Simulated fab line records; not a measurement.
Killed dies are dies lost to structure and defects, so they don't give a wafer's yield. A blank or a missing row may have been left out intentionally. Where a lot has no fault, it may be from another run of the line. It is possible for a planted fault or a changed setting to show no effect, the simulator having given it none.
A struck lot beside a sound one | flow nandHarc | 12 steps out of a route of 1159
Sound: the wafers L183.2, L183.4, L183.5. Wafers struck: L196.4, L196.5. At the end, the cause is stated.
At each step with rows: each side's tool, then ch and its chambers, then its first start. Under that, the readings that differ: sound wafers | struck wafers | difference of the means | sigmas: that difference in standard deviations of wafers without a fault.
alike: same words and numbers on both sides, and readings whose means sit less than 2 such deviations apart. not compared: any withheld reading, any reading some wafer has no value for, any bound like >300 that may hide the same value, and any number with overlapping values for which the record gives no deviation.
A row with sigmas, a row that says differs or no value, or rows on one side alone: a step with any of these is where the two part. Non-overlapping numbers with no deviation appear without sigmas and do not part them. A reading missing from all wafers of one side parts the sides only when that side holds two or more wafers.

first, 1 step without rows for these wafers: NHARC_A_WL_FILL_CVD_23 (deposits poly-Si, target thk 40 nm, time 800 s).
NHARC_A_WL_FILL_ETCHBACK_26: etches the open film in HBr, target depth 52 nm, time 13.3 s.
  sound on rieSi-02 ch 0,2,3, day 16 00:46; struck on rieSi-03 ch 2,3, day 19 06:06
  alike: drypumpMotorCurrentA, oesProductAu, throttleValvePct
  not compared: rfHoursCounterH
then, 2 steps without rows for these wafers: NHARC_A_WL_FILL_PRECLEAN_30 (cleans in dHF, time 10 s); NHARC_A_WL_FILL_SRD_14.
NHARC_A_WL_FILL_ALD_19: deposits TiN, target thk 2 nm, pulse time 3 s, ald cycles 100.
  sound on aldMetal-02 ch 0,1, day 16 01:01; struck on aldMetal-01 ch 1,2, day 19 06:25
  alike: heaterPowerW, precursorPulseHeightRel
NHARC_A_WL_FILL_CVD_20: deposits W, target thk 75 nm, time 5064 s.
  sound: cvdW-01 ch 0,1; struck: cvdW-02 ch 0,1
  alike: heaterPowerW, mfcH2Sccm, throttleValvePct
NHARC_A_WL_FILL_CMP_12: polishes, t overpolish 30 s, target thk 75 nm.
  sound on cmp-02 ch 0,1,2, day 16 06:16; struck on cmp-01 ch 1,3, day 19 11:38
  alike: motorCurrentA, overpolishRunS, slurryFlowMlMin, timeToEndpointS
next, for these wafers, 1 step has no rows: NHARC_A_WL_FILL_SRD_31.
NHARC_A_WL_FILL_INSPECT_15:
  sound on defectInspect-02, day 16 06:45; struck on defectInspect-01, day 19 12:03
  alike: rawDefectCount
NHARC_A_CONTACT_DEP_24: deposits SiO2, target thk 500 nm.
  sound on pecvd-02 ch 0,2, day 16 06:56; struck on pecvd-02 ch 2, day 19 12:23
reading                 | sound             | struck      | difference | sigmas
mfcPrecursorSccm (sccm) | 161.5 161.9 161.4 | 240.5 239.6 | +78.5      | +99 or more
throttleValvePct (%)    | 15.8 16.2 15.9    | 17.4 17.5   | +1.5       | +3
  alike: heaterPowerW
NHARC_A_CONTACT_DEP_28: deposits aC, target thk 3600 nm.
  sound on aclDep-02 ch 0, day 16 07:47; struck on aclDep-01 ch 0, day 19 20:03
reading | sound | struck                                          | difference                   | sigmas
hold    | - - - | awaitDispo/5.7h/release awaitDispo/5.7h/release | no value on the sound wafers | 
  alike: throttleValvePct
-- jump in the record: it breaks off in module A_CONTACT and resumes in module END (first step shown: number 1159 of the route), and 5 days separate the struck wafers' starts before and after --
NHARC_END_SORT_01:
  sound on prober-01 ch 0, day 19 15:01; struck on prober-01 ch 0, day 24 18:53
reading       | sound    | struck | difference | sigmas
killedAtArray | 24 34 22 | 7 12   | -17        | -2
killedDies    | 27 38 25 | 9 13   | -19        | -2
  alike: killedAtOther, killedAtPeriphery, killedOpen, killedShort

## WHERE THEY PART
Last at NHARC_END_SORT_01 as far as this record goes, first at NHARC_A_CONTACT_DEP_24.

WHY: what had been put in by the simulator
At NHARC_A_CONTACT_DEP_24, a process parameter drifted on pecvd-02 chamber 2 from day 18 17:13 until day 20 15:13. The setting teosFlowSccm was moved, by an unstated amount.
